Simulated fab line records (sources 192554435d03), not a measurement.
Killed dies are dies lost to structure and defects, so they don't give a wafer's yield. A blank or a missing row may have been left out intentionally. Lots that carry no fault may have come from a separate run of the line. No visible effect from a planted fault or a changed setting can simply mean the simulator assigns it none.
What tool caused it?    flow n5-finfet    25 wafers from 9 lots sampled at 6 of the route's 1938 steps

WHAT EACH GAUGE READ, for each wafer
N5_FIN_CUT_INSPECT_10: inspects for defects (brightfield).
lot   measured     on                 raw-defect-count
L529  day 2 14:41  defect-inspect-01  89 46 44
L535  day 4 05:43  defect-inspect-02  19 38 31
L536  day 4 10:42  defect-inspect-01  30 38 39
L537  day 4 18:17  defect-inspect-01  57 58 59
L540  day 5 11:11  defect-inspect-01  44 41 43
L541  day 5 14:47  defect-inspect-01  38 49
L543  day 6 03:31  defect-inspect-01  60 38
L548  day 7 09:40  defect-inspect-02  41 47 51
L549  day 7 15:23  defect-inspect-01  24 45 33

N5_STI_FIN_REVEAL_CD_MEAS_22: target cd 6.238 nm, pitch 28 nm.
lot   measured     on         cd-nm (nm)
L529  day 3 00:24  cd-sem-02  6.77 6.27 6.85
L535  day 4 15:16  cd-sem-02  8.08 8.06 8.35
L536  day 4 20:28  cd-sem-01  7.68 7.92 7.88
L537  day 5 07:02  cd-sem-02  5.75 6.56 6.54
L540  day 5 20:46  cd-sem-02  6.90 6.34 6.47
L541  day 6 01:04  cd-sem-02  6.61 6.78
L543  day 6 13:35  cd-sem-01  5.77 6.08
L548  day 7 19:37  cd-sem-03  6.43 6.78 5.64
L549  day 8 01:25  cd-sem-02  6.18 5.97 6.50

N5_BEOL_M4_RC_MEAS_101.
lot   measured      on         DIBL_N (mV/V)   DIBL_P (mV/V)   IOFF_N (nA/um)  IOFF_N_85C (nA/um)  IOFF_N_LIN (nA/um)  IOFF_N_LONG (nA/um)         IOFF_P (nA/um)  IOFF_P_85C (nA/um)  IOFF_P_LIN (nA/um)  IOFF_P_LONG (nA/um)         ION_N (uA/um)  ION_P (uA/um)  REXT_N (ohm.um)  REXT_P (ohm.um)    SS_N (mV/dec)   SS_P (mV/dec)   VT_N (mV)    VT_N_LONG (mV)     VT_N_LVT (mV)  VT_P (mV)       VT_P_LONG (mV)        VT_P_LVT (mV)
L529  day 12 01:04  prober-02  42.7 36.7 42.0  41.4 34.8 40.6  0.26 0.13 0.25  4.7 2.6 4.5         0.111 0.064 0.107   5.7e-05 5.58e-05 5.68e-05   0.31 0.18 0.30  5.2 3.2 4.9         0.136 0.092 0.131   0.000115 0.000112 0.000111  704 672 707    480 465 482    74.2 74.5 73.6   101.6 101.6 101.9  73.3 71.3 72.9  74.6 72.9 74.4  244 254 245  276.1 272.0 275.6  92 101 93      -245 -254 -247  -275.7 -274.3 -273.8  -94.6 -101.4 -94.7
L535  day 13 18:59  prober-02  49.8 47.6 48.3  54.2 51.0 54.0  0.89 0.69 0.84  13.2 10.8 12.5      0.393 0.322 0.382   8.39e-05 8.34e-05 8.26e-05  0.82 0.61 0.81  11.5 9.1 11.4       0.361 0.287 0.351   0.000135 0.000125 0.000135  767 768 786    503 501 515    67.6 66.9 69.3   87.2 88.5 87.5     75.3 74.9 75.2  77.8 77.6 78.0  222 225 225  259.5 262.7 260.8  74 78 75       -235 -240 -234  -266.9 -267.0 -267.3  -86.2 -90.1 -86.6
L536  day 13 21:57  prober-01  48.6 51.3 49.8  51.8 53.4 53.7  0.76 1.05 0.83  11.4 14.9 12.4      0.351 0.420 0.373   9.09e-05 9.43e-05 9.12e-05  0.75 0.84 0.79  10.6 11.9 11.3      0.356 0.382 0.365   0.000148 0.000148 0.000147  751 770 757    503 505 499    66.9 65.1 66.7   91.9 90.4 91.1     74.5 75.1 73.9  77.8 77.9 77.2  224 222 225  257.2 256.3 254.7  74 70 73       -233 -229 -234  -262.2 -263.9 -261.1  -82.0 -80.4 -82.1
L537  day 14 11:06  prober-02  34.1 36.3 34.2  34.6 37.9 35.2  0.14 0.19 0.16  2.9 3.6 3.1         0.067 0.086 0.074   5.72e-05 5.7e-05 5.78e-05   0.18 0.24 0.19  3.2 4.0 3.4         0.088 0.109 0.094   0.000103 0.000109 0.000106  668 697 689    453 472 470    75.9 76.6 76.9   98.0 95.9 98.2     70.5 72.3 71.6  72.2 73.2 73.5  250 247 247  272.4 274.5 274.5  99 94 96       -252 -248 -249  -276.4 -274.2 -276.4  -101.1 -95.9 -99.1
L540  day 15 17:26  prober-01  34.6 36.4 39.1  35.0 37.2 40.1  0.14 0.16 0.21  2.8 3.2 4.0         0.067 0.074 0.089   5.18e-05 5.28e-05 5.23e-05  0.19 0.22 0.27  3.3 3.7 4.4         0.093 0.102 0.119   9.9e-05 0.000101 9.9e-05    668 673 685    461 461 458    76.4 75.5 74.8   102.3 101.4 101.7  70.6 71.1 72.7  73.0 73.6 73.4  249 251 247  276.7 275.6 277.9  101 99 99      -250 -251 -248  -275.0 -276.1 -274.7  -101.6 -99.8 -97.2
L541  day 15 14:21  prober-01  35.0 41.1       35.0 41.9       0.15 0.26       2.9 4.7             0.072 0.110         5.54e-05 5.42e-05           0.20 0.31       3.5 5.1             0.094 0.128         0.000104 0.0001             691 679        476 465        75.6 77.0        97.7 98.3          70.9 72.4       72.8 74.6       248 243      271.8 275.4        97 92          -250 -243       -277.0 -277.2         -100.4 -95.9
L543  day 15 22:14  prober-02  37.4 36.1       38.8 37.4       0.16 0.15       3.0 2.9             0.069 0.069         4.93e-05 5.12e-05           0.23 0.20       3.8 3.4             0.101 0.093         0.0001 9.5e-05              663 674        454 456        78.5 76.5        100.8 100.2        71.4 71.9       74.0 73.9       254 252      277.6 277.5        103 101        -251 -252       -277.0 -278.1         -100.0 -101.6
L548  day 17 01:52  prober-02  38.5 35.3 36.5  36.9 35.0 36.6  0.20 0.15 0.15  3.8 2.9 3.0         0.084 0.071 0.072   5.65e-05 5.53e-05 5.59e-05  0.21 0.19 0.20  3.8 3.6 3.7         0.104 0.099 0.100   9.6e-05 0.000105 0.000103   681 682 671    464 464 457    73.4 74.8 73.8   100.1 99.8 99.0    72.8 71.3 71.7  73.6 73.6 73.2  247 248 251  271.6 271.3 273.7  96 99 100      -249 -249 -249  -278.0 -274.3 -275.5  -98.3 -98.3 -99.6
L549  day 17 05:06  prober-02  39.4 36.0 38.5  38.3 34.0 39.8  0.22 0.17 0.22  4.0 3.2 4.1         0.091 0.073 0.098   5.81e-05 5.87e-05 5.67e-05  0.26 0.19 0.30  4.4 3.4 4.9         0.118 0.097 0.132   0.000107 0.000111 0.000106  685 680 688    469 459 471    74.4 73.6 76.6   103.3 102.1 102.6  73.2 71.6 71.4  73.9 72.8 73.6  245 249 244  274.8 271.7 272.4  95 97 92       -247 -251 -246  -277.7 -277.0 -277.7  -96.0 -97.1 -92.3

WHAT TOOL EACH LOT RAN ON (gives the tool, then ch and the chambers of the sampled wafers, and finally the start)
lot   N5_STI_FIN_REVEAL_ALD_14          N5_STI_FIN_REVEAL_CMP_04      N5_STI_FIN_REVEAL_ETCH_34
L529  ald-sin-02 ch 0,1,3, day 2 15:44  cmp-02 ch 0,1,3, day 2 20:53  rie-si-01 ch 0,1, day 2 23:50
L535  ald-sin-02 ch 0,1,2, day 4 06:46  cmp-03 ch 2,3, day 4 11:52    rie-si-01 ch 0,2,3, day 4 14:42
L536  ald-sin-03 ch 0,2, day 4 11:48    cmp-02 ch 2,3, day 4 17:00    rie-si-03 ch 0,2,3, day 4 19:53
L537  ald-sin-01 ch 0,1, day 4 22:13    cmp-01 ch 0,1,3, day 5 03:16  rie-si-03 ch 1,2, day 5 06:28
L540  ald-sin-01 ch 1,2,3, day 5 12:13  cmp-01 ch 1,3, day 5 17:18    rie-si-03 ch 1,2,3, day 5 20:11
L541  ald-sin-03 ch 1,2, day 5 16:39    cmp-01 ch 0,3, day 5 21:44    rie-si-01 ch 2,3, day 6 00:29
L543  ald-sin-02 ch 0,3, day 6 04:35    cmp-01 ch 2, day 6 09:40      rie-si-03 ch 1, day 6 12:57
L548  ald-sin-01 ch 0,2, day 7 10:58    cmp-03 ch 0,1,3, day 7 16:05  rie-si-03 ch 1,2, day 7 19:02
L549  ald-sin-02 ch 0,1,2, day 7 16:44  cmp-02 ch 0,2,3, day 7 21:50  rie-si-01 ch 0,1,2, day 8 00:50
- N5_STI_FIN_REVEAL_ALD_14: deposits Si3N4, target thk 3 nm.
- N5_STI_FIN_REVEAL_CMP_04: polishes, stops on Si3N4, t overpolish 4 s, target thk 131.83 nm.
- N5_STI_FIN_REVEAL_ETCH_34: etches Si in H2, material Si, target depth 0.97 nm.

AS READ BY THE TOOLS THEMSELVES (means over the sampled wafers that have a number; for cases with no such wafer, the mark the record gives instead)
N5_STI_FIN_REVEAL_ALD_14.
lot   tool        chamber-pressure-Torr (Torr)  heater-power-w (W)
L529  ald-sin-02  2.002                         814
L535  ald-sin-02  2.005                         852
L536  ald-sin-03  2.001                         859
L537  ald-sin-01  2.001                         791
L540  ald-sin-01  2.000                         906
L541  ald-sin-03  2.005                         836
L543  ald-sin-02  2.004                         782
L548  ald-sin-01  2.003                         998
L549  ald-sin-02  1.998                         868

N5_STI_FIN_REVEAL_CMP_04.
lot   tool    edge-zone-pressure-frac  motor-current-A (A)  overpolish-run-s (s)  time-to-endpoint-s (s)
L529  cmp-02  1.003                    7.4                  3.996                 96
L535  cmp-03  1.001                    7.9                  4.007                 105
L536  cmp-02  1.001                    6.8                  3.998                 99
L537  cmp-01  1.000                    8.1                  3.997                 104
L540  cmp-01  1.000                    7.7                  4.007                 105
L541  cmp-01  0.997                    8.1                  4.003                 100
L543  cmp-01  0.998                    7.7                  3.994                 100
L548  cmp-03  1.004                    8.5                  4.006                 109
L549  cmp-02  0.996                    7.1                  4.007                 98

N5_STI_FIN_REVEAL_ETCH_34.
lot   tool       chamber-pressure-mTorr (mTorr)  drypump-motor-current-A (A)  oes-product-au (a.u.)  throttle-valve-pct (%)
L529  rie-si-01  4.502                           5.9                          1.012                  25.3
L535  rie-si-01  -                               -                            -                      -
L536  rie-si-03  -                               -                            -                      -
L537  rie-si-03  4.502                           5.6                          0.987                  25.4
L540  rie-si-03  4.499                           5.5                          0.994                  25.3
L541  rie-si-01  4.502                           6.2                          0.988                  26.4
L543  rie-si-03  4.498                           5.4                          1.002                  25.6
L548  rie-si-03  4.498                           5.5                          0.991                  25.4
L549  rie-si-01  4.501                           5.9                          1.005                  25.5

THE ANSWER, worked out from the rows above alone
Rule: usual is defined by the lots themselves. Put in order of their means at a reading, lots are off if they are a third of the lots or fewer, leave a main group of 4 or more, and stand apart from it by a gap of 3 or more times the standard deviation of the main group's means; of several such gaps the widest counts. The tables above print the reading to a certain number of digits; a main group whose means all agree to those digits is not used. A lot without any number at a reading at which 4 lots or more have one is off too. The other lots that the step has rows for count as sound. After the gauges, taken in route order, come the tools' own readings; for these a lot's mean is taken, as printed above. The first step at which some lot is off is used, and at that step the reading that is off furthest; a lot without a number counts as furthest.
Off: L535, L536 (N5_STI_FIN_REVEAL_CD_MEAS_22, cd-nm). The main group has a mean of 6.37 nm with a standard deviation of 0.25.
If a tool, at a process step before that reading, ran all the lots that are off and no sound lot after the first of them, it fits. Not tried: the gauges at N5_STI_FIN_REVEAL_CD_MEAS_22; whatever is off there is also off at N5_BEOL_M4_RC_MEAS_101, on other tools, and gauge error can't account for it. Of those tried, none fits.

WHAT THE SIMULATOR HAD INSERTED
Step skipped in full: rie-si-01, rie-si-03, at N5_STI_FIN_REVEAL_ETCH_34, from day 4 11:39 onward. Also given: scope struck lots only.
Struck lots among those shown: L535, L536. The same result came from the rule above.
